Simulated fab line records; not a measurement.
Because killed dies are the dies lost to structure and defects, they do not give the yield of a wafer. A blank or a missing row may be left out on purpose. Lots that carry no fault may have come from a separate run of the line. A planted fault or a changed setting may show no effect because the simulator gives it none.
fab line records -- flow nandHarc
[record] lots = 7, wafers = 21, lastDay = 33
route steps=1302 shown THIN_TSV@1262 END@1302
lots that met no fault: from a run of the same line without faults
startH: hours from the record's opening day to when the first of the lot's shown wafers began -- waitH: time in hours since the lot's previous step -- " unchanged from the row above -- L1.1+2: a row that stands for several wafers -- - no value present, or no start provided -- * or withheld: withheld -- < > ~ a bound
route shown NAME@n: names a module that has steps shown in the file, with the first one's number in the route -- usual: mean and standard deviation over wafers with no fault -- same: alike in all rows -- chamber/n: place in a boat -- sites: the reading at each site -- _std_site: the standard deviation of these -- _edge_site: mean of outer sites minus mean of inner sites -- radiusMm: for every site, how far away it sits from the centre of the wafer -- mask NAME#n: copy n -- behind: the most recent tool/chamber to have shaped the wafer -- hold: reason for holding the lot/hours on hold/outcome of the hold -- device: transistor that didn't switch, given as n, p or np -- end of line: tests run on the same wafers once the route is complete -- step lacking rows: just its recipe -- killed: not the wafer's yield, but the dies lost to structure and defects at the first sort -- map: a wafer's dies, marking killed ones x, the rest . and places with no die _
set.NAME: the setting as run; set.NAME@STEP: as run at that earlier step -- model.NAME: the simulator's own value behind a step, which no gauge read
lots seen at some steps along the route; tables by step, rows by wafer
services: the hour from which a tool's chamber was out of use, counted from the record's first day as startH (under 0 if before that day), plus the number of hours and why
[[steps]]
[step NHARC_THIN_TSV_ETCH_44]
[recipe] targetDepthA = 15942, timeS = 797.1, cf4FlowSccm = 150, o2FlowSccm = 10, arFlowSccm = 0, rfW = 300, biasW = 800, chemistry = CF4/O2
[usual] drypumpMotorCurrentA = 5.7/0.31, oesProductAu = 0.998/0.015, rfVppV = 796/4.4, showerheadPlenumPTorr = 1.85/0.07, throttleValvePct = 16.914/0.0084
lot.wafer,tool,chamber,startH,waitH,drypumpMotorCurrentA,oesProductAu,rfHoursCounterH,rfVppV,showerheadPlenumPTorr,throttleValvePct
L323.4,rieDiel-11,3,564.73,0.1,5.4,0.971,6.9,800,1.93,16.914
L323.3,rieDiel-11,0,564.73,0.1,6.1,1.016,5.9,791,1.77,16.900
L323.1,rieDiel-11,2,564.73,0.1,5.8,1.003,7.4,794,1.82,16.917
L328.1,rieDiel-01,0,614.57,0.2,5.2,1.029,1.2,793,1.80,16.918
L328.6,rieDiel-01,1,614.57,0.2,5.8,0.983,-,801,1.94,16.926
L328.5,rieDiel-01,0,614.57,0.2,5.2,1.022,-,794,1.80,16.917
L330.3,rieDiel-03,2,633.74,0.1,6.2,1.001,10.3,795,1.83,16.914
L330.6,rieDiel-03,2,633.74,0.1,6.2,0.992,-,795,1.83,16.923
L330.5,rieDiel-03,3,633.74,0.1,5.8,0.982,-,802,1.96,16.927
L332.4,rieDiel-11,3,660.46,0.1,5.4,0.997,2.1,799,1.93,16.921
L332.6,rieDiel-11,2,660.46,0.1,5.8,1.019,-,793,1.82,16.909
L332.5,rieDiel-11,3,660.46,0.1,5.3,1.001,-,801,1.93,16.912
L336.1,rieDiel-01,1,679.63,0.1,5.8,0.990,4.7,801,1.94,16.919
L336.5,rieDiel-01,1,679.63,0.1,5.8,0.990,-,801,1.94,16.913
L336.6,rieDiel-01,2,679.63,0.1,5.8,0.989,-,796,1.84,16.908
L341.1,rieDiel-01,2,749.20,0.1,5.7,1.023,0.3,795,1.84,16.912
L341.3,rieDiel-01,0,749.20,0.1,5.2,0.999,0.6,792,1.80,16.920
L341.6,rieDiel-01,2,749.20,0.1,5.7,1.025,-,795,1.84,16.905
L343.1,rieDiel-01,2,758.53,0.1,5.7,1.022,1.4,794,1.84,16.910
L343.2,rieDiel-01,3,758.53,0.1,5.8,1.005,1.5,786,1.72,16.925
L343.4,rieDiel-01,1,758.53,0.1,5.8,0.993,1.3,800,1.94,16.909
[step NHARC_THIN_TSV_ETCH_15]
[recipe] targetDepthA = 30000, boschTargetOveretchCycles = 2, boschEtchStepS = 2.8, boschDepStepS = 1.2, boschCycles = 14
[step NHARC_THIN_TSV_CD_MEAS_16]
[usual] cdNm = 1000.5/2.5
lot.wafer,tool,chamber,startH,waitH,cdNm
L323.1,cdSem-01,-,565.45,0.1,1004.7
L323.3,cdSem-01,-,565.45,0.1,1005.5
L323.4,cdSem-01,-,565.45,0.1,999.7
L328.1,cdSem-01,-,615.25,0.1,998.9
L328.5,cdSem-01,-,615.25,0.1,998.8
L328.6,cdSem-01,-,615.25,0.1,1000.8
L330.3,cdSem-03,-,634.46,0.1,1002.8
L330.5,cdSem-03,-,634.46,0.1,1001.4
L330.6,cdSem-03,-,634.46,0.1,1001.0
L332.4,cdSem-02,-,661.13,0.1,1003.3
L332.5,cdSem-02,-,661.13,0.1,998.4
L332.6,cdSem-02,-,661.13,0.1,999.9
L336.1,cdSem-03,-,680.34,0.1,998.4
L336.5,cdSem-03,-,680.34,0.1,997.9
L336.6,cdSem-03,-,680.34,0.1,1003.3
L341.1,cdSem-01,-,749.88,0.2,1002.7
L341.3,cdSem-01,-,749.88,0.2,1001.0
L341.6,cdSem-01,-,749.88,0.2,1001.0
L343.1,cdSem-02,-,759.24,0.1,997.5
L343.2,cdSem-02,-,759.24,0.1,1003.3
L343.4,cdSem-02,-,759.24,0.1,998.2
[step NHARC_THIN_TSV_STRIP_45]
[recipe] powerW = 1500, tempC = 250, chemistry = O2
[step NHARC_THIN_TSV_STRIP_46]
[recipe] timeS = 1200, tempC = 72.5, chemistry = postEtchResidueRemover
[step NHARC_THIN_TSV_DEP_47]
[recipe] targetThkA = 2000, tempC = withheld, pressureTorr = 6.5, rfW = 900, teosFlowSccm = 161.4, flowSccm = 2650, targetThkNm = 200, gas = O2, material = SiO2
[step NHARC_THIN_TSV_ETCHBACK_48]
[recipe] targetDepthA = 10285, overEtchFrac = 0.3, timeS = 405.17, ionEnergyEv = 250, c4f8FlowSccm = withheld, arFlowSccm = withheld, rfW = 600, biasW = 300, chemistry = C4F8/Ar
[usual] oesProductAu = 0.94/0.032, rfVppV = 548/3.3
lot.wafer,tool,chamber,startH,waitH,oesProductAu,rfHoursCounterH,rfVppV
L323.4,rieDiel-11,3,566.78,-,0.89,7.3,550
L323.3,rieDiel-11,0,566.78,-,0.95,6.3,545
L323.1,rieDiel-11,1,566.78,-,0.91,7.6,546
L328.1,rieDiel-03,2,616.63,-,0.93,8.9,546
L328.6,rieDiel-03,3,616.63,-,0.91,-,551
L328.5,rieDiel-03,0,616.63,-,0.94,-,550
L330.3,rieDiel-01,3,636.13,-,1.00,1.3,541
L330.6,rieDiel-01,1,636.13,-,1.00,-,551
L330.5,rieDiel-01,2,636.13,-,0.99,-,549
L332.4,rieDiel-03,0,662.44,-,1.00,2.0,550
L332.6,rieDiel-03,3,662.44,-,1.01,-,553
L332.5,rieDiel-03,0,662.44,-,1.00,-,550
L336.1,rieDiel-11,0,681.73,-,0.93,4.6,544
L336.6,rieDiel-11,1,681.73,-,0.90,-,546
L336.5,rieDiel-11,2,681.73,-,0.94,-,549
L341.1,rieDiel-01,3,751.15,-,0.96,0.7,543
L341.3,rieDiel-01,0,751.15,-,0.98,0.7,545
L341.6,rieDiel-01,0,751.15,-,0.98,-,546
L343.2,rieDiel-01,2,760.51,-,1.00,1.8,547
L343.4,rieDiel-01,3,760.51,-,0.95,1.9,541
L343.1,rieDiel-01,1,760.51,-,0.96,1.5,552
[step NHARC_THIN_TSV_STRIP_62]
[recipe] powerW = 1500, tempC = 250, timeS = 20, chemistry = N2/H2
[usual] drypumpMotorCurrentA = 5.4/0.45, heaterPowerW = 353/18
lot.wafer,tool,chamber,startH,waitH,drypumpMotorCurrentA,heaterPowerW,rfHoursCounterH
L323.1,plasmaAsher-02,0,567.10,-,5.9,385,30
L323.3,plasmaAsher-02,0,567.10,-,5.9,381,-
L323.4,plasmaAsher-02,1,567.10,-,5.9,335,-
L328.1,plasmaAsher-02,0,616.90,-,5.9,366,1
L328.6,plasmaAsher-02,1,616.90,-,5.9,332,-
L328.5,plasmaAsher-02,0,616.90,-,5.9,359,-
L330.3,plasmaAsher-01,0,636.48,-,5.2,372,-
L330.6,plasmaAsher-01,1,636.48,-,4.8,350,-
L330.5,plasmaAsher-01,0,636.48,-,5.2,360,-
L332.4,plasmaAsher-02,1,662.83,-,5.9,338,-
L332.5,plasmaAsher-02,0,662.83,-,5.8,367,-
L332.6,plasmaAsher-02,1,662.83,-,5.9,325,-
L336.1,plasmaAsher-02,1,681.98,-,5.9,329,13
L336.6,plasmaAsher-02,1,681.98,-,5.9,331,-
L336.5,plasmaAsher-02,0,681.98,-,5.8,359,-
L341.1,plasmaAsher-01,1,751.53,-,4.8,338,10
L341.3,plasmaAsher-01,0,751.53,-,5.2,376,-
L341.6,plasmaAsher-01,1,751.53,-,4.8,345,-
L343.2,plasmaAsher-01,1,760.87,-,4.8,340,12
L343.1,plasmaAsher-01,0,760.87,-,5.2,374,12
L343.4,plasmaAsher-01,0,760.87,-,5.2,380,-
[step NHARC_THIN_TSV_DEGAS_49]
[recipe] tempC = 300, timeS = 120
[step NHARC_THIN_TSV_PRE_CLEAN_50]
[recipe] timeS = 30, tempC = 280, gas = H2/He
[step NHARC_THIN_TSV_PVD_19]
[recipe] targetThkA = 200, chamberPressurePa = 5, material = TaN
[usual] throttleValvePct = 30.5/1.2
lot.wafer,tool,chamber,startH,waitH,throttleValvePct
L323.3,pvdSputter-03,-,-,-,31.4
L323.4,pvdSputter-03,-,-,-,32.8
L323.1,pvdSputter-03,-,-,-,29.1
L328.1,pvdSputter-01,-,-,-,30.3
L328.5,pvdSputter-01,-,-,-,31.0
L328.6,pvdSputter-01,-,-,-,30.2
L330.3,pvdSputter-02,-,-,-,30.6
L330.5,pvdSputter-02,-,-,-,30.9
L330.6,pvdSputter-02,-,-,-,27.9
L332.4,pvdSputter-01,-,-,-,31.0
L332.6,pvdSputter-01,-,-,-,31.2
L332.5,pvdSputter-01,-,-,-,30.0
L336.1,pvdSputter-02,-,-,-,31.4
L336.5,pvdSputter-02,-,-,-,29.0
L336.6,pvdSputter-02,-,-,-,31.7
L341.1,pvdSputter-03,-,-,-,30.7
L341.3,pvdSputter-03,-,-,-,28.5
L341.6,pvdSputter-03,-,-,-,30.9
L343.2,pvdSputter-02,-,-,-,31.4
L343.1,pvdSputter-02,-,-,-,31.0
L343.4,pvdSputter-02,-,-,-,29.1
[step NHARC_THIN_TSV_PVD_51]
[recipe] targetThkA = 1000, chamberPressurePa = 5, material = Cu
[usual] throttleValvePct = 30.4/1.3
lot.wafer,tool,chamber,startH,waitH,throttleValvePct
L323.1,pvdSputter-03,-,-,-,32.9
L323.3,pvdSputter-03,-,-,-,28.9
L323.4,pvdSputter-03,-,-,-,29.6
L328.1,pvdSputter-01,-,-,-,31.2
L328.6,pvdSputter-01,-,-,-,30.8
L328.5,pvdSputter-01,-,-,-,29.6
L330.3,pvdSputter-02,-,-,-,31.7
L330.6,pvdSputter-02,-,-,-,27.9
L330.5,pvdSputter-02,-,-,-,27.7
L332.4,pvdSputter-01,-,-,-,29.4
L332.5,pvdSputter-01,-,-,-,30.8
L332.6,pvdSputter-01,-,-,-,29.2
L336.1,pvdSputter-02,-,-,-,31.7
L336.6,pvdSputter-02,-,-,-,28.7
L336.5,pvdSputter-02,-,-,-,31.6
L341.3,pvdSputter-03,-,-,-,31.0
L341.1,pvdSputter-03,-,-,-,33.6
L341.6,pvdSputter-03,-,-,-,30.0
L343.4,pvdSputter-02,-,-,-,30.9
L343.1,pvdSputter-02,-,-,-,28.6
L343.2,pvdSputter-02,-,-,-,31.5
[step NHARC_THIN_TSV_ECD_20]
[recipe] targetThkA = 20000, material = Cu
lot.wafer,tool,chamber,startH,waitH
L323.1+4+3,ecdCu-02,"1,0,1",567.83,-
L328.1+5+6,ecdCu-01,"1,0,1",617.60,-
L330.3+5+6,ecdCu-02,"1,0,1",637.34,-
L332.4+6+5,ecdCu-02,"0,1,0",663.69,-
L336.1+5+6,ecdCu-01,"0,0,1",682.61,-
L336.1+5+6,ecdCu-01,"0,0,1",683.46,0.8
L341.1+3+6,ecdCu-01,1,752.14,-
L341.1+3+6,ecdCu-01,1,752.99,0.8
L343.2+1+4,ecdCu-02,"0,1,0",761.60,-
L343.2+1+4,ecdCu-02,"0,1,0",762.45,0.8
[step NHARC_THIN_TSV_ANNEAL_52]
[recipe] tempC = 225, timeS = 90
[step NHARC_END_SORT_01]
[recipe] tempC = 25
[usual] defectLimitedYield = 92.7/2.6, killedAtArray = 45/18, killedAtOther = 0.9/1.3, killedAtPeriphery = 3.7/2.2, killedDies = 50/18, killedOpen = 3.2/1.9, killedShort = 2.4/1.6, sort_bin_2_pct = 2.5/1.1, sort_bin_3_pct = 0.6/0.36, sort_bin_4_pct = 4.3/1.5, sortNPass = 627/18, sortRimYieldPct = 92/4.3, sortYieldPct = 92.7/2.6
[same] grossDies = 677, sort_bin_5_pct[%] = 0, sort_bin_6_pct[%] = 0, sort_bin_7_pct[%] = 0, sort_bin_8_pct[%] = 0, sortRimNGross = 106.00
lot.wafer,tool,chamber,startH,waitH,defectLimitedYield[%],killedAtArray,killedAtOther,killedAtPeriphery,killedDies,killedOpen,killedShort,sort_bin_2_pct[%],sort_bin_3_pct[%],sort_bin_4_pct[%],sortNPass,sortRimYieldPct[%],sortYieldPct[%]
L323.1,prober-01,0,578.37,2.5,95.7,26,0,3,29,2,6,1.6,0.4,2.2,648,92,95.7
L323.3,prober-01,0,579.97,3.1,93.5,41,1,2,44,4,4,1.6,0.3,4.6,633,90,93.5
L323.4,prober-01,0,580.77,3.4,91.7,55,0,1,56,8,6,3.1,0.3,4.9,621,93,91.7
L328.1,prober-01,0,629.20,2.5,88.2,78,0,2,80,4,1,4.9,1.2,5.8,597,89,88.2
L328.5,prober-01,0,632.42,3.7,89.1,74,0,0,74,1,1,4.6,0.7,5.6,603,82,89.1
L328.6,prober-01,0,633.22,4.0,86.0,93,0,2,95,2,2,5.3,0.9,7.8,582,92,86.0
L330.3,prober-01,0,650.17,3.1,92.9,43,4,1,48,3,4,2.2,0.4,4.4,629,91,92.9
L330.5,prober-01,0,651.76,3.7,92.8,46,0,3,49,3,3,2.5,0.7,4.0,628,90,92.8
L330.6,prober-01,0,652.55,4.0,91.9,51,0,4,55,5,3,2.4,0.9,4.9,622,94,91.9
L332.4,prober-02,0,678.88,3.3,87.9,77,0,5,82,4,2,4.3,1.6,6.2,595,85,87.9
L332.5,prober-02,0,679.67,3.6,89.5,66,0,5,71,2,5,4.1,0.7,5.6,606,92,89.5
L332.6,prober-02,0,680.45,3.9,89.8,64,0,5,69,1,5,3.4,0.7,6.1,608,87,89.8
L336.1,prober-01,0,700.53,2.6,88.9,71,1,3,75,5,4,3.4,0.7,6.9,602,89,88.9
L336.5,prober-01,0,703.75,3.7,87.7,78,2,3,83,4,4,3.4,1.5,7.4,594,97,87.7
L336.6,prober-01,0,704.55,4.0,92.0,49,0,5,54,3,0,2.2,1.0,4.7,623,82,92.0
L341.1,prober-01,0,762.92,2.5,96.9,15,3,3,21,3,3,0.9,0.3,1.9,656,94,96.9
L341.3,prober-01,0,764.53,3.1,96.2,21,3,2,26,3,1,1.3,0.1,2.4,651,94,96.2
L341.6,prober-01,0,766.96,4.0,94.4,29,3,6,38,8,5,1.6,0.4,3.5,639,92,94.4
L343.1,prober-01,0,777.97,2.5,96.3,19,0,6,25,4,3,0.9,0.3,2.5,652,97,96.3
L343.2,prober-01,0,778.76,2.8,95.9,23,0,5,28,3,5,1.5,0.6,2.1,649,98,95.9
L343.4,prober-01,0,780.36,3.4,97.3,15,0,3,18,2,2,1.5,0,1.2,659,96,97.3
// killed by level:class
L323.1 A_SLIT:chamberFilmFlake=12 A_CHANNEL_FILL_D1:geometricParticle:short=3 A_DECK1_JOINT:chamberFilmFlake=2 A_CHANNEL_HOLE_D2:chamberFilmFlake=2 A_WL_FILL:chamberFilmFlake=2 P_GATE:geometricParticle:open=1 A_ONON_D1:geometricParticle:short=1 A_ONON_D1:geometricParticle:open=1
L323.3 A_SLIT:chamberFilmFlake=16 A_CHANNEL_HOLE_D2:chamberFilmFlake=9 A_CONTACT:chamberFilmFlake=6 A_CHANNEL_FILL_D2:geometricParticle:open=2 A_CHANNEL_FILL_D2:chamberFilmFlake=2 P_STI:geometricParticle:short=1 P_M1:geometricParticle:short=1 A_ONON_D2:geometricParticle:open=1
L323.4 A_SLIT:chamberFilmFlake=29 A_CHANNEL_HOLE_D2:chamberFilmFlake=7 A_CONTACT:chamberFilmFlake=5 A_M0:geometricParticle:open=4 A_SOURCE_PLATE:geometricParticle:short=2 A_SOURCE_PLATE:geometricParticle:open=2 A_M0:geometricParticle:short=2 P_M1:geometricParticle:open=1
L328.1 A_CHANNEL_HOLE_D2:chamberFilmFlake=30 A_CHANNEL_HOLE_D1:chamberFilmFlake=21 A_SLIT:chamberFilmFlake=18 A_CHANNEL_FILL_D2:chamberFilmFlake=2 A_STAIRCASE:chamberFilmFlake=2 P_GATE:geometricParticle:short=1 P_CONTACT:geometricParticle:open=1 A_WL_FILL:geometricParticle:open=1
L328.5 A_CHANNEL_HOLE_D1:chamberFilmFlake=32 A_CHANNEL_HOLE_D2:chamberFilmFlake=20 A_SLIT:chamberFilmFlake=13 A_WL_FILL:chamberFilmFlake=3 A_CHANNEL_FILL_D2:chamberFilmFlake=2 A_WL_FILL:geometricParticle:short=1 A_WL_FILL:geometricParticle:open=1 A_STAIRCASE:chamberFilmFlake=1
L328.6 A_CHANNEL_HOLE_D2:chamberFilmFlake=35 A_SLIT:chamberFilmFlake=26 A_CHANNEL_HOLE_D1:chamberFilmFlake=19 A_STAIRCASE:chamberFilmFlake=5 A_CHANNEL_FILL_D1:chamberFilmFlake=2 A_CHANNEL_FILL_D2:chamberFilmFlake=2 P_CONTACT:geometricParticle:open=1 A_SOURCE_PLATE:geometricParticle:short=1
L330.3 A_SLIT:chamberFilmFlake=16 A_CHANNEL_HOLE_D2:chamberFilmFlake=12 THIN_TSV:chamberFilmFlake=4 A_STAIRCASE:chamberFilmFlake=3 A_ONON_D1:geometricParticle:short=2 A_CHANNEL_HOLE_D1:chamberFilmFlake=2 P_M0:geometricParticle:open=1 A_WL_FILL:geometricParticle:short=1
L330.5 A_SLIT:chamberFilmFlake=16 A_CHANNEL_HOLE_D2:chamberFilmFlake=16 A_CHANNEL_HOLE_D1:chamberFilmFlake=3 A_M0:geometricParticle:open=2 A_CHANNEL_FILL_D2:chamberFilmFlake=2 A_STAIRCASE:chamberFilmFlake=2 P_CONTACT:geometricParticle:short=1 P_M1:geometricParticle:short=1
L330.6 A_SLIT:chamberFilmFlake=28 A_CHANNEL_HOLE_D2:chamberFilmFlake=9 A_STAIRCASE:chamberFilmFlake=4 P_STI:chamberFilmFlake=2 P_GATE:geometricParticle:short=1 A_CHANNEL_FILL_D1:geometricParticle:open=1 A_DECK1_JOINT:geometricParticle:short=1 A_ONON_D2:geometricParticle:open=1
L332.4 A_CHANNEL_HOLE_D1:chamberFilmFlake=37 A_SLIT:chamberFilmFlake=17 A_CONTACT:chamberFilmFlake=7 A_CHANNEL_FILL_D2:chamberFilmFlake=4 A_STAIRCASE:chamberFilmFlake=4 P_GATE:chamberFilmFlake=3 A_DECK1_JOINT:chamberFilmFlake=2 P_CONTACT:geometricParticle:short=1
L332.5 A_CHANNEL_HOLE_D1:chamberFilmFlake=40 A_SLIT:chamberFilmFlake=11 A_STAIRCASE:chamberFilmFlake=5 P_GATE:chamberFilmFlake=3 A_CONTACT:chamberFilmFlake=3 P_CONTACT:geometricParticle:open=2 A_ONON_D1:geometricParticle:short=2 A_SGD_CUT:geometricParticle:short=1
L332.6 A_SLIT:chamberFilmFlake=36 A_CHANNEL_HOLE_D1:chamberFilmFlake=15 A_CONTACT:chamberFilmFlake=4 P_GATE:chamberFilmFlake=3 A_WL_FILL:geometricParticle:short=2 A_ONON_D1:geometricParticle:short=1 A_DECK1_JOINT:geometricParticle:short=1 A_STAIRCASE:geometricParticle:open=1
L336.1 A_CHANNEL_HOLE_D1:chamberFilmFlake=34 A_CHANNEL_HOLE_D2:chamberFilmFlake=12 A_CONTACT:chamberFilmFlake=8 A_STAIRCASE:chamberFilmFlake=4 A_SGD_CUT:chamberFilmFlake=3 A_WL_FILL:geometricParticle:short=2 P_CONTACT:geometricParticle:open=1 P_CONTACT:geometricParticle:short=1
L336.5 A_CHANNEL_HOLE_D1:chamberFilmFlake=33 A_CHANNEL_HOLE_D2:chamberFilmFlake=19 A_STAIRCASE:chamberFilmFlake=5 A_CONTACT:chamberFilmFlake=5 A_SLIT:chamberFilmFlake=3 A_ONON_D2:geometricParticle:open=2 A_CHANNEL_HOLE_D2:geometricParticle:short=2 P_STI:chamberFilmFlake=2
L336.6 A_CHANNEL_HOLE_D1:chamberFilmFlake=16 A_CHANNEL_HOLE_D2:chamberFilmFlake=11 A_STAIRCASE:chamberFilmFlake=8 A_CONTACT:chamberFilmFlake=5 P_BONDPAD:chamberFilmFlake=3 A_DECK1_JOINT:chamberFilmFlake=3 A_SGD_CUT:chamberFilmFlake=2 P_GATE:geometricParticle:open=1
L341.1 A_CONTACT:chamberFilmFlake=3 THIN_TSV:chamberFilmFlake=3 P_CONTACT:geometricParticle:open=2 A_CHANNEL_HOLE_D2:chamberFilmFlake=2 A_SLIT:chamberFilmFlake=2 A_WL_FILL:chamberFilmFlake=2 P_CONTACT:geometricParticle:short=1 A_CHANNEL_FILL_D1:geometricParticle:short=1
L341.3 A_SLIT:chamberFilmFlake=5 A_CONTACT:chamberFilmFlake=5 A_CHANNEL_HOLE_D1:unspecified=3 THIN_TSV:chamberFilmFlake=3 A_CHANNEL_FILL_D1:chamberFilmFlake=2 A_M0:chamberFilmFlake=2 P_CONTACT:geometricParticle:open=1 P_CONTACT:geometricParticle:short=1
L341.6 A_SLIT:chamberFilmFlake=6 A_CONTACT:chamberFilmFlake=5 P_CONTACT:geometricParticle:open=3 A_CHANNEL_HOLE_D1:unspecified=3 THIN_TSV:chamberFilmFlake=3 A_ONON_D2:geometricParticle:short=2 A_M0:geometricParticle:open=2 A_CHANNEL_FILL_D1:chamberFilmFlake=2
L343.1 A_CONTACT:chamberFilmFlake=7 A_SLIT:chamberFilmFlake=4 P_ZERO_WELL:chamberFilmFlake=3 P_CONTACT:geometricParticle:open=1 P_M0:geometricParticle:open=1 P_M0:geometricParticle:short=1 A_CHANNEL_FILL_D1:geometricParticle:short=1 A_ONON_D2:geometricParticle:open=1
L343.2 A_SLIT:chamberFilmFlake=10 A_CONTACT:chamberFilmFlake=6 P_CONTACT:geometricParticle:short=2 A_WL_FILL:geometricParticle:short=2 P_CONTACT:geometricParticle:open=1 P_M0:geometricParticle:open=1 A_CHANNEL_FILL_D1:geometricParticle:short=1 A_SGD_CUT:geometricParticle:open=1
L343.4 A_SLIT:chamberFilmFlake=5 A_CONTACT:chamberFilmFlake=3 A_DECK1_JOINT:chamberFilmFlake=2 P_STI:geometricParticle:short=1 A_CHANNEL_FILL_D1:geometricParticle:short=1 A_CHANNEL_FILL_D2:geometricParticle:open=1 A_SGD_CUT:geometricParticle:open=1 P_ZERO_WELL:chamberFilmFlake=1
[[services]]
tool,chamber,startH,hours,kind
rieDiel-01,-,557.80,9.0,pm
pvdSputter-02,-,558.27,5.3,repair
pvdSputter-01,-,561.65,1.5,repair
ecdCu-01,-,569.33,2.6,repair
rieDiel-01,-,570.54,0.2,repair
pvdSputter-01,-,582.00,10.0,pm
ecdCu-01,-,594.26,2.3,repair
ecdCu-02,-,596.21,8.0,pm
pvdSputter-02,-,596.48,1.2,repair
plasmaAsher-02,-,603.30,9.0,pm
rieDiel-01,3,609.18,16.8,repair
pvdSputter-01,-,622.57,2.0,repair
rieDiel-11,-,629.40,9.0,pm
pvdSputter-03,-,637.30,2.8,repair
pvdSputter-02,-,639.59,10.0,pm
pvdSputter-03,-,642.05,1.0,repair
ecdCu-02,-,644.67,2.8,repair
ecdCu-02,-,659.40,1.3,repair
ecdCu-01,-,662.61,2.6,repair
ecdCu-01,-,681.88,0.4,repair
pvdSputter-01,-,685.11,3.2,repair
ecdCu-01,-,688.00,8.0,pm
ecdCu-01,-,709.63,6.2,repair
rieDiel-01,-,734.80,9.0,pm
[[key]]
[firstSign] step = NHARC_THIN_TSV_ECD_20, reading = visit, direction = added
effect none on later readings
metAt NHARC_THIN_TSV_ECD_20
struckWafers L336.1,L336.5,L336.6,L341.1,L341.3,L341.6,L343.1,L343.2,L343.4
[fault] kind = repeatedStepWhole, tool = ecdCu-01,ecdCu-02, chamber = -, onsetH = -, steps = NHARC_THIN_TSV_ECD_20, times = 1, scope = struckLotsOnly
